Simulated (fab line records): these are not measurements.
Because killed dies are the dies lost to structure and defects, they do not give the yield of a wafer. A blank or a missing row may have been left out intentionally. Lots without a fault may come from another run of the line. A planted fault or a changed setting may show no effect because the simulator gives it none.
Which tool was responsible? | flow nand-harc | 72 wafers from 24 lots sampled at 6 of the route's 1159 steps

WHAT EACH GAUGE READ, for each wafer
NHARC_A_SLIT_OVL_MEAS_10.
lot  | measured     | on         | overlay-x-nm (nm) | overlay-y-nm (nm)
L074 | day 14 00:42 | overlay-02 | 1.0 1.2 0.6       | 0.4 0.4 -0.2
L075 | day 14 13:52 | overlay-01 | 1.4 0.7 0.4       | 0.6 0.9 0.7
L077 | day 14 15:01 | overlay-02 | -0.5 -0.4 -0.3    | 1.0 1.6 1.0
L076 | day 15 00:42 | overlay-01 | -1.5 -0.7 -0.6    | -0.4 -0.8 -0.4
L079 | day 15 01:07 | overlay-01 | -1.8 -1.8 -1.9    | 0.4 0.1 0.5
L078 | day 15 02:32 | overlay-01 | -2.3 -2.5 -1.7    | -0.3 0.9 0.7
L082 | day 16 05:01 | overlay-01 | -0.7 -1.0 -0.5    | -0.3 0.0 -0.9
L080 | day 16 05:56 | overlay-01 | 1.4 1.8 1.5       | -0.1 -0.1 0.3
L081 | day 16 07:04 | overlay-01 | 0.3 0.3 0.6       | -0.4 -0.5 -0.7
L083 | day 16 19:35 | overlay-02 | 0.2 0.2 0.2       | 0.4 0.6 0.3
L084 | day 17 01:24 | overlay-01 | 0.1 0.1 0.2       | -0.1 0.3 0.1
L086 | day 17 02:21 | overlay-02 | -0.4 -0.1 -0.4    | -0.7 -0.8 -0.5
L085 | day 17 05:02 | overlay-02 | -0.9 -1.4 -0.8    | 1.7 1.1 0.9
L089 | day 18 05:50 | overlay-01 | 0.3 0.4 0.7       | -0.3 -0.1 -0.4
L087 | day 18 05:59 | overlay-02 | -0.4 0.1 -1.1     | -0.9 -1.0 -0.4
L091 | day 18 11:25 | overlay-02 | 0.4 0.8 0.1       | 0.3 0.9 0.1
L090 | day 18 13:02 | overlay-01 | 0.1 0.2 -0.4      | -0.2 -0.5 -0.7
L088 | day 18 13:21 | overlay-02 | -0.7 -0.4 -0.2    | 0.5 0.3 0.5
L095 | day 19 01:07 | overlay-02 | 0.2 0.2 0.4       | 0.6 -0.7 0.2
L093 | day 19 02:57 | overlay-01 | 0.8 1.1 0.6       | -0.9 -0.8 -0.8
L094 | day 19 03:35 | overlay-01 | -0.2 -0.4 0.0     | -0.2 0.1 -0.2
L092 | day 19 15:31 | overlay-01 | 1.1 0.7 0.9       | -0.1 -0.6 -0.7
L097 | day 20 02:22 | overlay-01 | 1.3 0.8 0.8       | -0.5 -0.3 -0.8
L096 | day 20 02:31 | overlay-02 | -0.4 -1.0 -0.3    | 0.4 0.3 -0.1

NHARC_A_CONTACT_CD_MEAS_53.
lot  | measured     | on        | cd-nm (nm)
L074 | day 16 06:10 | cd-sem-01 | 189.3 189.6 190.0
L075 | day 16 19:04 | cd-sem-03 | 191.1 190.7 191.2
L077 | day 16 18:49 | cd-sem-03 | 189.9 190.2 190.2
L076 | day 17 02:09 | cd-sem-03 | 189.5 190.0 190.0
L079 | day 16 22:56 | cd-sem-03 | 191.4 190.6 191.2
L078 | day 16 23:25 | cd-sem-03 | 190.7 190.7 191.1
L082 | day 18 11:51 | cd-sem-01 | 189.2 189.6 189.8
L080 | day 18 01:37 | cd-sem-01 | 190.4 190.5 189.8
L081 | day 18 14:56 | cd-sem-03 | 190.6 191.0 190.0
L083 | day 18 17:52 | cd-sem-01 | 189.8 190.0 190.1
L084 | day 19 01:02 | cd-sem-01 | 190.5 189.0 190.3
L086 | day 19 00:08 | cd-sem-02 | 190.0 190.6 190.0
L085 | day 19 08:36 | cd-sem-01 | 189.9 189.7 190.2
L089 | day 20 05:59 | cd-sem-02 | 187.3 187.3 187.3
L087 | day 20 07:59 | cd-sem-01 | 188.3 188.7 188.7
L091 | day 20 12:10 | cd-sem-01 | 191.1 190.4 190.2
L090 | day 20 14:17 | cd-sem-01 | 189.7 189.6 190.0
L088 | day 20 18:09 | cd-sem-02 | 189.5 189.2 188.7
L095 | day 20 23:22 | cd-sem-02 | 188.8 189.4 189.4
L093 | day 20 21:53 | cd-sem-01 | 189.8 190.2 190.6
L094 | day 21 05:10 | cd-sem-02 | 190.2 189.9 189.4
L092 | day 21 19:41 | cd-sem-03 | 190.5 190.1 189.7
L097 | day 22 01:41 | cd-sem-03 | 188.8 188.9 189.3
L096 | day 22 02:33 | cd-sem-02 | 188.5 189.7 189.0

WHAT TOOL EACH LOT RAN ON (gives the tool, then ch and the chambers of the sampled wafers, and finally the start)
lot  | NHARC_A_SLIT_ETCH_15                          | NHARC_A_SLIT_STRIP_18                         | NHARC_A_CONTACT_DESCUM_47          | NHARC_A_CONTACT_ETCH_116
L074 | rie-diel-04 ch 1,2, day 16 02:33 or earlier   | rie-diel-07 ch 0,1,3, day 16 02:33 or earlier | rie-diel-06 ch 1,2, day 16 02:33   | har-cap-etch-01 ch 0,1, day 16 04:43
L075 | rie-diel-07 ch 0,2,3, day 16 15:47 or earlier | rie-diel-04 ch 0,1,3, day 16 15:47 or earlier | rie-diel-13 ch 0,1,2, day 16 15:47 | har-cap-etch-01 ch 0,1, day 16 17:37
L077 | rie-diel-10 ch 1,2, day 16 15:33 or earlier   | rie-diel-07 ch 1,2, day 16 15:33 or earlier   | rie-diel-06 ch 0,1,2, day 16 15:33 | har-cap-etch-03 ch 0,1, day 16 17:23
L076 | rie-diel-10 ch 1,2,3, day 16 22:50 or earlier | rie-diel-10 ch 0,3, day 16 22:50 or earlier   | rie-diel-05 ch 0,1,3, day 16 22:50 | har-cap-etch-03 ch 0,1, day 17 00:42
L079 | rie-diel-04 ch 1,2,3, day 16 19:35 or earlier | rie-diel-07 ch 0,1,3, day 16 19:35 or earlier | rie-diel-13 ch 0,1,2, day 16 19:35 | har-cap-etch-03 ch 0,1, day 16 21:28
L078 | rie-diel-04 ch 1,2, day 16 19:59 or earlier   | rie-diel-04 ch 0,1,3, day 16 19:59 or earlier | rie-diel-05 ch 0,2,3, day 16 19:59 | har-cap-etch-01 ch 0,1, day 16 21:55
L082 | rie-diel-10 ch 0,1,2, day 18 08:10 or earlier | rie-diel-10 ch 0,1,3, day 18 08:10 or earlier | rie-diel-06 ch 0,1,2, day 18 08:10 | har-cap-etch-01 ch 0,1, day 18 10:18
L080 | rie-diel-10 ch 0,1, day 17 22:20 or earlier   | rie-diel-04 ch 0,1,2, day 17 22:20 or earlier | rie-diel-05 ch 0,1,3, day 17 22:20 | har-cap-etch-02 ch 0,1, day 18 00:09
L081 | rie-diel-04 ch 0,2,3, day 18 11:37 or earlier | rie-diel-07 ch 0,2,3, day 18 11:37 or earlier | rie-diel-05 ch 2,3, day 18 11:37   | har-cap-etch-02 ch 0,1, day 18 13:31
L083 | rie-diel-07 ch 2,3, day 18 14:33 or earlier   | rie-diel-04 ch 1,2, day 18 14:33 or earlier   | rie-diel-05 ch 0,1, day 18 14:33   | har-cap-etch-03 ch 0,1, day 18 16:25
L084 | rie-diel-07 ch 0,1,2, day 18 21:41 or earlier | rie-diel-04 ch 0,1,3, day 18 21:41 or earlier | rie-diel-05 ch 0,2, day 18 21:41   | har-cap-etch-02 ch 0,1, day 18 23:31
L086 | rie-diel-10 ch 0,3, day 18 20:52 or earlier   | rie-diel-07 ch 2,3, day 18 20:52 or earlier   | rie-diel-06 ch 1,2,3, day 18 20:52 | har-cap-etch-03 ch 0,1, day 18 22:41
L085 | rie-diel-10 ch 1,3, day 19 05:16 or earlier   | rie-diel-04 ch 1,2,3, day 19 05:16 or earlier | rie-diel-05 ch 1,2, day 19 05:16   | har-cap-etch-01 ch 1, day 19 07:10
L089 | rie-diel-10 ch 0,1, day 20 02:39 or earlier   | rie-diel-04 ch 1,2,3, day 20 02:39 or earlier | rie-diel-06 ch 2,3, day 20 02:39   | har-cap-etch-01 ch 0,1, day 20 04:29
L087 | rie-diel-04 ch 1,2,3, day 20 04:42 or earlier | rie-diel-10 ch 0,1,2, day 20 04:42 or earlier | rie-diel-06 ch 0,2,3, day 20 04:42 | har-cap-etch-02 ch 1, day 20 06:32
L091 | rie-diel-07 ch 0,1,3, day 20 08:53 or earlier | rie-diel-07 ch 0,1, day 20 08:53 or earlier   | rie-diel-05 ch 0,2, day 20 08:53   | har-cap-etch-03 ch 0,1, day 20 10:43
L090 | rie-diel-04 ch 0,3, day 20 11:01 or earlier   | rie-diel-10 ch 1,2, day 20 11:01 or earlier   | rie-diel-06 ch 2,3, day 20 11:01   | har-cap-etch-01 ch 0,1, day 20 12:51
L088 | rie-diel-10 ch 0,1,2, day 20 14:52 or earlier | rie-diel-07 ch 2,3, day 20 14:52 or earlier   | rie-diel-13 ch 0,2, day 20 14:52   | har-cap-etch-01 ch 0,1, day 20 16:43
L095 | rie-diel-04 ch 0,1, day 20 19:57 or earlier   | rie-diel-04 ch 2,3, day 20 19:57 or earlier   | rie-diel-13 ch 0,3, day 20 19:57   | har-cap-etch-02 ch 0,1, day 20 21:52
L093 | rie-diel-04 ch 0,1,3, day 20 18:35 or earlier | rie-diel-04 ch 0,2,3, day 20 18:35 or earlier | rie-diel-13 ch 1,2,3, day 20 18:35 | har-cap-etch-01 ch 0,1, day 20 20:25
L094 | rie-diel-07 ch 0,2, day 21 01:38 or earlier   | rie-diel-04 ch 0,3, day 21 01:38 or earlier   | rie-diel-06 ch 0,2, day 21 01:38   | har-cap-etch-03 ch 0,1, day 21 03:43
L092 | rie-diel-04 ch 0,2, day 21 16:25 or earlier   | rie-diel-04 ch 0,2,3, day 21 16:25 or earlier | rie-diel-06 ch 0,3, day 21 16:25   | har-cap-etch-01 ch 0,1, day 21 18:13
L097 | rie-diel-04 ch 2,3, day 21 22:25 or earlier   | rie-diel-07 ch 0,1, day 21 22:25 or earlier   | rie-diel-06 ch 0,1, day 21 22:25   | har-cap-etch-02 ch 0,1, day 22 00:14
L096 | rie-diel-10 ch 0,2,3, day 21 23:14 or earlier | rie-diel-04 ch 0,2,3, day 21 23:14 or earlier | rie-diel-05 ch 0,1,2, day 21 23:14 | har-cap-etch-01 ch 0,1, day 22 01:07
- NHARC_A_SLIT_ETCH_15: etches the open film in O2/COS, target depth 3200 nm, time 832 s.
- NHARC_A_SLIT_STRIP_18: strips in O2.
- NHARC_A_CONTACT_DESCUM_47: chemistry O2, time 3 s.
- NHARC_A_CONTACT_ETCH_116: etches the open film in C4F8/O2/Ar, time 94 s, target depth 922 nm.

WHAT THE TOOLS THEMSELVES READ (means of the sampled wafers that have a number; where no wafer has one, the mark that the record gives instead)
NHARC_A_SLIT_ETCH_15.
lot  | tool        | bias-w (W) | drypump-motor-current-A (A) | oes-product-au (a.u.) | rf-vpp-V (V) | showerhead-plenum-p-Torr (Torr) | throttle-valve-pct (%)
L074 | rie-diel-04 | 300.1      | 5.7                         | 0.987                 | 315.2        | 3.20                            | 28.335
L075 | rie-diel-07 | 299.7      | 5.6                         | 0.997                 | 312.5        | 3.12                            | 28.331
L077 | rie-diel-10 | 299.2      | 5.8                         | 0.998                 | 313.9        | 3.06                            | 28.326
L076 | rie-diel-10 | 299.4      | 5.7                         | 0.998                 | 313.3        | 3.10                            | 28.330
L079 | rie-diel-04 | 300.6      | 6.1                         | 0.998                 | 314.6        | 3.12                            | 28.336
L078 | rie-diel-04 | 299.6      | 6.0                         | 0.991                 | 313.8        | 3.14                            | 28.333
L082 | rie-diel-10 | 299.6      | 5.7                         | 1.005                 | 315.3        | 3.20                            | 28.329
L080 | rie-diel-10 | 300.3      | 5.7                         | 1.006                 | 315.1        | 3.19                            | 28.329
L081 | rie-diel-04 | 299.9      | 6.2                         | 1.006                 | 314.7        | 3.14                            | 28.340
L083 | rie-diel-07 | 300.2      | 5.3                         | 1.001                 | 315.9        | 3.22                            | 28.330
L084 | rie-diel-07 | 299.6      | 5.6                         | 1.002                 | 312.8        | 3.02                            | 28.331
L086 | rie-diel-10 | 299.7      | 5.6                         | 1.006                 | 316.2        | 3.23                            | 28.337
L085 | rie-diel-10 | 300.6      | 5.7                         | 1.001                 | 311.5        | 3.00                            | 28.332
L089 | rie-diel-10 | 301.0      | 5.8                         | 1.002                 | 314.8        | 3.19                            | 28.324
L087 | rie-diel-04 | 301.0      | 6.1                         | 0.997                 | 314.2        | 3.11                            | 28.329
L091 | rie-diel-07 | 300.3      | 5.5                         | 1.003                 | 314.5        | 3.10                            | 28.329
L090 | rie-diel-04 | 299.5      | 6.0                         | 0.994                 | 314.6        | 3.23                            | 28.326
L088 | rie-diel-10 | 300.4      | 5.7                         | 1.010                 | 314.0        | 3.20                            | 28.330
L095 | rie-diel-04 | 298.8      | 5.6                         | 0.996                 | 317.1        | 3.31                            | 28.324
L093 | rie-diel-04 | 299.7      | 5.8                         | 0.988                 | 315.5        | 3.20                            | 28.341
L094 | rie-diel-07 | 300.4      | 5.8                         | 0.998                 | 312.2        | 3.02                            | 28.335
L092 | rie-diel-04 | 300.5      | 5.9                         | 0.993                 | 315.9        | 3.25                            | 28.322
L097 | rie-diel-04 | 300.3      | 6.5                         | 0.991                 | 312.3        | 3.02                            | 28.318
L096 | rie-diel-10 | 299.9      | 5.6                         | 1.005                 | 315.8        | 3.24                            | 28.332

NHARC_A_SLIT_STRIP_18.
lot  | tool        | drypump-motor-current-A (A) | oes-product-au (a.u.) | rf-vpp-V (V) | showerhead-plenum-p-Torr (Torr) | throttle-valve-pct (%)
L074 | rie-diel-07 | 5.5                         | 0.996                 | 57.3         | 3.51                            | 17.033
L075 | rie-diel-04 | 5.8                         | 0.997                 | 58.1         | 3.62                            | 17.042
L077 | rie-diel-07 | 5.5                         | 0.995                 | 57.2         | 3.44                            | 17.042
L076 | rie-diel-10 | 5.6                         | 0.995                 | 58.2         | 3.55                            | 17.031
L079 | rie-diel-07 | 5.5                         | 0.999                 | 57.7         | 3.51                            | 17.043
L078 | rie-diel-04 | 5.9                         | 0.998                 | 58.7         | 3.62                            | 17.035
L082 | rie-diel-10 | 5.7                         | 1.002                 | 58.4         | 3.50                            | 17.023
L080 | rie-diel-04 | 5.8                         | 0.991                 | 58.1         | 3.64                            | 17.044
L081 | rie-diel-07 | 5.6                         | 0.992                 | 57.9         | 3.52                            | 17.029
L083 | rie-diel-04 | 6.0                         | 1.001                 | 57.1         | 3.55                            | 17.033
L084 | rie-diel-04 | 5.8                         | 0.996                 | 57.4         | 3.62                            | 17.038
L086 | rie-diel-07 | 5.3                         | 1.002                 | 57.3         | 3.64                            | 17.042
L085 | rie-diel-04 | 6.1                         | 0.998                 | 57.7         | 3.52                            | 17.033
L089 | rie-diel-04 | 6.1                         | 0.988                 | 58.1         | 3.52                            | 17.037
L087 | rie-diel-10 | 5.7                         | 1.007                 | 58.2         | 3.61                            | 17.039
L091 | rie-diel-07 | 5.5                         | 0.999                 | 58.1         | 3.40                            | 17.035
L090 | rie-diel-10 | 5.6                         | 0.997                 | 58.2         | 3.61                            | 17.032
L088 | rie-diel-07 | 5.5                         | 0.997                 | 58.1         | 3.54                            | 17.034
L095 | rie-diel-04 | 6.4                         | 1.001                 | 57.2         | 3.45                            | 17.027
L093 | rie-diel-04 | 6.2                         | 0.995                 | 58.5         | 3.55                            | 17.041
L094 | rie-diel-04 | 6.2                         | 0.995                 | 57.1         | 3.52                            | 17.045
L092 | rie-diel-04 | 6.2                         | 0.996                 | 57.4         | 3.54                            | 17.036
L097 | rie-diel-07 | 5.5                         | 1.002                 | 58.0         | 3.40                            | 17.030
L096 | rie-diel-04 | 6.2                         | 0.998                 | 57.3         | 3.54                            | 17.042

NHARC_A_CONTACT_DESCUM_47.
lot  | tool        | drypump-motor-current-A (A) | oes-product-au (a.u.) | rf-vpp-V (V) | showerhead-plenum-p-Torr (Torr) | throttle-valve-pct (%)
L074 | rie-diel-06 | 5.2                         | 0.996                 | 58.3         | 1.93                            | 11.307
L075 | rie-diel-13 | 5.9                         | 0.991                 | 58.2         | 1.94                            | 11.319
L077 | rie-diel-06 | 5.3                         | 1.003                 | 58.2         | 1.89                            | 11.307
L076 | rie-diel-05 | 6.1                         | 1.002                 | 57.3         | 1.99                            | 11.318
L079 | rie-diel-13 | 6.0                         | 1.001                 | 58.5         | 1.94                            | 11.307
L078 | rie-diel-05 | 6.0                         | 0.996                 | 58.0         | 1.95                            | 11.311
L082 | rie-diel-06 | 5.3                         | 1.001                 | 56.7         | 1.89                            | 11.315
L080 | rie-diel-05 | 6.1                         | 1.002                 | 57.8         | 1.98                            | 11.312
L081 | rie-diel-05 | 5.8                         | 0.989                 | 58.1         | 1.91                            | 11.309
L083 | rie-diel-05 | 6.0                         | 0.992                 | 57.7         | 2.01                            | 11.312
L084 | rie-diel-05 | 5.8                         | 0.991                 | 57.8         | 1.94                            | 11.310
L086 | rie-diel-06 | 5.7                         | 1.000                 | 57.3         | 1.92                            | 11.308
L085 | rie-diel-05 | 5.8                         | 1.002                 | 58.1         | 1.97                            | 11.316
L089 | rie-diel-06 | 5.5                         | 1.005                 | 57.3         | 2.00                            | 11.321
L087 | rie-diel-06 | 5.6                         | 1.006                 | 57.6         | 1.96                            | 11.303
L091 | rie-diel-05 | 5.9                         | 0.997                 | 58.3         | 1.98                            | 11.304
L090 | rie-diel-06 | 5.6                         | 1.004                 | 57.4         | 2.00                            | 11.317
L088 | rie-diel-13 | 5.9                         | 0.998                 | 58.5         | 2.00                            | 11.316
L095 | rie-diel-13 | 6.0                         | 0.992                 | 58.9         | 2.02                            | 11.315
L093 | rie-diel-13 | 6.1                         | 0.987                 | 57.7         | 1.90                            | 11.310
L094 | rie-diel-06 | 5.2                         | 1.005                 | 57.7         | 1.92                            | 11.316
L092 | rie-diel-06 | 5.8                         | 1.008                 | 57.4         | 1.92                            | 11.298
L097 | rie-diel-06 | 5.4                         | 0.997                 | 56.1         | 1.81                            | 11.313
L096 | rie-diel-05 | 5.9                         | 1.002                 | 59.0         | 1.97                            | 11.314

NHARC_A_CONTACT_ETCH_116.
lot  | tool            | oes-air-line-au (a.u.)
L074 | har-cap-etch-01 | 1.029
L075 | har-cap-etch-01 | 1.016
L077 | har-cap-etch-03 | 0.996
L076 | har-cap-etch-03 | 0.988
L079 | har-cap-etch-03 | 0.991
L078 | har-cap-etch-01 | 1.021
L082 | har-cap-etch-01 | 0.990
L080 | har-cap-etch-02 | 1.017
L081 | har-cap-etch-02 | 0.980
L083 | har-cap-etch-03 | 0.995
L084 | har-cap-etch-02 | 0.968
L086 | har-cap-etch-03 | 1.022
L085 | har-cap-etch-01 | 1.001
L089 | har-cap-etch-01 | 1.019
L087 | har-cap-etch-02 | 0.994
L091 | har-cap-etch-03 | 0.994
L090 | har-cap-etch-01 | 0.985
L088 | har-cap-etch-01 | 1.017
L095 | har-cap-etch-02 | 0.977
L093 | har-cap-etch-01 | 0.980
L094 | har-cap-etch-03 | 1.001
L092 | har-cap-etch-01 | 0.994
L097 | har-cap-etch-02 | 1.017
L096 | har-cap-etch-01 | 0.985

THE ANSWER, worked out from the rows above alone
Rule: usual is defined by the lots themselves. The widest of any qualifying gaps counts: lots, ordered by their means at a reading, are off when they make up no more than a third of the lots, leave a main group of 4 or more, and stand apart from it by 3 or more times the standard deviation of that group's means. A main group is skipped when, at the precision printed for the reading in the tables above, its means are all equal. Also off: a lot with no number at a reading for which 4 or more lots have one. Where the step has rows for the other lots, those lots are counted as sound. Order of review: gauges by route order, followed by the tools' own readings, for which a lot's mean as printed above is used. At the first step where some lot is off, the reading lying furthest off is the one used; lots without a number count as furthest.
Nothing can be told from this: no lot is off at any reading shown.

WHAT WAS PUT IN BY THE SIMULATOR
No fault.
